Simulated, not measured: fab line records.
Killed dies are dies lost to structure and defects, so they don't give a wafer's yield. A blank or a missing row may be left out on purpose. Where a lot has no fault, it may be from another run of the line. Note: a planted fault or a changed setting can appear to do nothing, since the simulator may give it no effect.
A struck lot beside a sound one    flow n5_finfet    15 out of 1938 route steps
Sound: the wafers L283.1, L283.4, L283.6. Struck: wafer L290.5 (left out: L290.4, L290.6 of the same lot, which were not struck); the cause appears at the end.
Per side, at each step with rows, come the tool, then ch with its chambers, and then its first start. Under that, the readings that differ: sound wafers    struck wafers    difference of the means    sigmas: that difference in standard deviations of wafers without a fault.
alike: readings whose means differ by less than 2 such deviations, and words and numbers that are the same on both sides. not compared: withheld readings, readings that some wafer has no value for, bounds like >300 that may hide the same value, and numbers for which the record gives no deviation and whose values overlap.
A row with sigmas, a row that says differs or no value, or rows on one side alone: a step with any of these is where the two part. Non-overlapping numbers with no deviation appear without sigmas and do not part them. A reading that every wafer of one side lacks parts them only if that side has two wafers or more.

first, 1 step without rows for these wafers: N5_HKMG_FIN_COAT_66 (time 60 s, resist thk 300 nm).
N5_HKMG_FIN_ETCH_67: etches SOC in N2/H2, stops on TiN, target depth 388.9 nm.
  sound on rie_diel-03 ch 0,1,3, day 4 21:24; struck on rie_diel-04 ch 0, day 6 13:18
  alike: drypump_motor_current_A, oes_product_au, rf_fwd_power_W, rf_vpp_V, showerhead_plenum_p_Torr, throttle_valve_pct
  not compared: rf_hours_counter_h
N5_HKMG_FIN_STRIP_90: strips SOC in N2/H2, time 20 s.
  sound on rie_diel-03 ch 0,1,3, day 4 21:28; struck on rie_diel-04 ch 0, day 6 13:22
  alike: drypump_motor_current_A, oes_product_au, rf_fwd_power_W, rf_vpp_V, showerhead_plenum_p_Torr, throttle_valve_pct
  not compared: rf_hours_counter_h
then, 2 steps without rows for these wafers: N5_HKMG_FIN_WET_ETCH_73 (etches the open film in SC1, time 42.3 s, target depth 1.3 nm, rinse time 30 s); N5_HKMG_FIN_ETCHBACK_68 (etches the open film in Cl2/Ar, stops on HfO2, target depth 0.5 nm).
N5_HKMG_FIN_STRIP_69: strips in N2/H2, time 360 s.
  sound on plasma_asher-02 ch 0,1, day 4 21:46; struck on plasma_asher-02 ch 1, day 6 13:46
  alike: drypump_motor_current_A, heater_power_w
  not compared: rf_hours_counter_h
then, 1 step without rows for these wafers: N5_HKMG_FIN_ALD_21 (deposits TiN, target thk 1.5 nm, pulse time 1 s, purge time 3 s).
N5_HKMG_FIN_ALD_72: deposits W, target thk 2 nm, pulse time 1 s, purge time 2 s.
  sound on cvd_w-01 ch 0,1, day 4 22:31; struck on cvd_w-02 ch 1, day 6 14:25
reading             sound        struck  difference  sigmas
heater_power_w (W)  486 446 445  519     +60         +2
  alike: precursor_pulse_height_rel
then, 3 steps without rows for these wafers: N5_HKMG_FIN_W_FILL_22 (material W, target thk 60 nm, time 18.2 s); N5_HKMG_FIN_PRECLEAN_83 (cleans in DIW, time 57.5 s); N5_HKMG_FIN_SRD_84 (dry time 32 s).
N5_HKMG_FIN_CMP_23: polishes, stops on SiNx, t overpolish 10 s, target thk 46.326 nm.
  sound on cmp-04 ch 2,3, day 4 22:41; struck on cmp-04 ch 2, day 6 14:39
  alike: motor_current_A, overpolish_run_s, platen_rpm, retaining_ring_pressure_frac, time_to_endpoint_s
N5_HKMG_FIN_CMP_94: polishes, stops on SiNx, t overpolish 4.7 s, target thk 43.299 nm.
  sound on cmp-04 ch 2,3, day 4 23:10; struck on cmp-04 ch 2, day 6 15:05
reading           sound              struck  difference  sigmas
platen_rpm (rpm)  50.29 50.28 50.34  48.31   -1.99       -59
  alike: motor_current_A, retaining_ring_pressure_frac
-- a jump in the record: the struck wafers' starts before and after are 5 days apart (it breaks off in module HKMG_FIN and resumes in module BEOL_M4, where the first step shown is number 1111 of the route) --
N5_BEOL_M4_RC_MEAS_101:
  sound on prober-01 ch 0, day 9 10:23; struck on prober-02 ch 0, day 11 21:32
  alike: DIBL_N, DIBL_P, IOFF_N, IOFF_P, ION_N, ION_P, SS_N, SS_P, VT_N, VT_P
-- the record jumps here: 4 days lie between the struck wafers' starts before and after (it left off in module BEOL_M4 and takes up again in module PASSIVATION, whose first step shown is number 1936 of the route) --
N5_PASSIVATION_PROBE_49:
  sound on prober-01, day 13 21:14; struck on prober-01, day 16 02:58
  alike: defect_limited_yield, killed_at_M0_to_M3, killed_at_M4_up, killed_at_contacts, killed_at_front_end, killed_at_other, killed_dies, killed_open, killed_short, sort_bin_4_leakage, sort_bin_5_function, sort_bin_6_memory, sort_n_pass, sort_yield_pct

WHERE THEY PART
Earliest at N5_HKMG_FIN_ALD_72; latest, in this record, at N5_HKMG_FIN_CMP_94. Later steps at which nothing parts them and some readings are alike: N5_BEOL_M4_RC_MEAS_101, N5_PASSIVATION_PROBE_49.

WHY: what had been put in by the simulator
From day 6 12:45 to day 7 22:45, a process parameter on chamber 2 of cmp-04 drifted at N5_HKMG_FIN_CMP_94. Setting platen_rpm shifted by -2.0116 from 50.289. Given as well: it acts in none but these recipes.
